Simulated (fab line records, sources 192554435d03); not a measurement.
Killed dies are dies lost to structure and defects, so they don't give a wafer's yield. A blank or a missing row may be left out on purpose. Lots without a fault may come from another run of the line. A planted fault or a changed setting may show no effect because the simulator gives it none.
Split-lot experiment | flow n5_finfet | 7 lots, 21 wafers read, on a route of 1938 steps

THE SPLIT
At N5_FIN_CUT_COAT_19 (time 60 s, resist thk 20 nm), the setting spin_rpm was moved away from the recipe's 1500 rpm on 6 of the 21 wafers read, by -7.2% to +7.5%. The other wafers ran this setting at the recipe's value.

FROM THE SPLIT TO THE READING: what the file shows between them, 6 steps
- N5_FIN_CUT_EXPOSE_05: exposes mask FIN CUT (also split here: dose_mj)
- N5_FIN_CUT_PEB_06: peb time 60 s
- N5_FIN_CUT_DEVELOP_07: develop time 30 s
- N5_FIN_CUT_CD_MEAS_08: target cd 29.1 nm
- N5_FIN_CUT_DESCUM_13: chemistry O2, time 7 s
- N5_FIN_CUT_ETCH_30: etches underlayer in N2/H2, target depth 13 nm, time 10.4 s

THE READING
etch.depth_nm (the simulator's own value, which no gauge read), in nm, at N5_FIN_CUT_ETCH_20 (etches SiARC in CF4, target depth 26 nm, time 43.3 s). The file gives no usual value for it. The 15 wafers here that ran the recipe average 20.02 nm, standard deviation 0.036 nm.

wafer  | tool, chamber at the split | spin_rpm as run, rpm | against the recipe | etch.depth_nm, nm | against lot-mates on the recipe
L078.2 | litho_track-02, 0          | 1500                 | recipe             | 20.06             | -
L078.4 | litho_track-02, 0          | 1500                 | recipe             | 20.02             | -
L078.6 | litho_track-02, 0          | 1500                 | recipe             | 19.95             | -
L081.2 | litho_track-04, 0          | 1500                 | recipe             | 19.97             | -
L081.3 | litho_track-04, 0          | 1500                 | recipe             | 19.97             | -
L081.4 | litho_track-04, 0          | 1613                 | +7.5%              | 19.26             | -0.71
L083.2 | litho_track-02, 0          | 1500                 | recipe             | 20.03             | -
L083.4 | litho_track-02, 0          | 1500                 | recipe             | 20.04             | -
L083.5 | litho_track-02, 0          | 1500                 | recipe             | 20.01             | -
L085.1 | litho_track-02, 0          | 1610                 | +7.3%              | 19.29             | -0.68
L085.2 | litho_track-02, 0          | 1610                 | +7.3%              | 19.3              | -0.67
L085.3 | litho_track-02, 0          | 1500                 | recipe             | 19.97             | -
L089.1 | litho_track-02, 0          | 1500                 | recipe             | 20.01             | -
L089.3 | litho_track-02, 0          | 1500                 | recipe             | 20.06             | -
L089.5 | litho_track-02, 0          | 1405                 | -6.3%              | 20.68             | +0.64
L092.1 | litho_track-04, 0          | 1500                 | recipe             | 20.06             | -
L092.3 | litho_track-04, 0          | 1500                 | recipe             | 20.02             | -
L092.6 | litho_track-04, 0          | 1392                 | -7.2%              | 20.82             | +0.78
L095.3 | litho_track-02, 0          | 1423                 | -5.1%              | 20.49             | +0.44
L095.5 | litho_track-02, 0          | 1500                 | recipe             | 20.06             | -
L095.6 | litho_track-02, 0          | 1500                 | recipe             | 20.03             | -

THE FIT
A straight line over all 21 wafers: etch.depth_nm changes by -0.102 nm for each +1% of spin_rpm; r = -1.00; the points scatter about the line by 0.038 nm.
The same after taking each lot's own level away (the mean of its wafers on the recipe; 21 wafers): -0.0965 nm for each +1%; r = -1.00; scatter 0.034 nm.
On that fit, the largest move of spin_rpm shifts the reading by 0.73 nm.
The lots' own levels span 19.970 to 20.045 nm, that is 2.1 times the standard deviation above.
So the lot-to-lot level changes the slope little: the two slopes agree.
Check: with one of the wafers moved furthest among these (+7.5%) left out of the fit, the line predicts -0.722 nm for it against its lot-mates. It came out at -0.71 nm against them.

OTHER SPLITS ON THESE WAFERS
These wafers also went through other splits before the reading. Each is held against what the fit with the lots' levels taken away leaves over:
other split on the same wafers                    | wafers away from the commonest value | r with etch.depth_nm (lot level and that fit taken away)
N5_PMOS_HMC_CHANNEL_EPI_PEB_07 peb_temp_c         | 10                                   | +0.03
N5_PMOS_HMC_CHANNEL_EPI_DEVELOP_08 develop_time_s | 8                                    | +0.27
N5_FIN_SAQP_DESCUM_21 time_s                      | 12                                   | -0.38
N5_FIN_CUT_EXPOSE_05 dose_mj                      | 5                                    | +0.18

THE WHOLE CHAIN: every reading that the file lists as answering this split, in the file's order
step               | what it does                                         | reading                                                                          | change (the file's fit)                | r (the file's)
N5_FIN_CUT_COAT_19 | time 60 s, resist thk 20 nm                          | SiARC_of_FIN_CUT_COAT_19.thk_nm (the simulator's own value, which no gauge read) | -0.103 nm for each +1% of the setting  | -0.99
N5_FIN_CUT_ETCH_20 | etches SiARC in CF4, target depth 26 nm, time 43.3 s | etch.depth_nm (the simulator's own value, which no gauge read)                   | -0.0976 nm for each +1% of the setting | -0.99

THE FILE'S OWN FIT
etch.depth_nm changes by -0.0976 nm for each +1% of spin_rpm, r = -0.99.
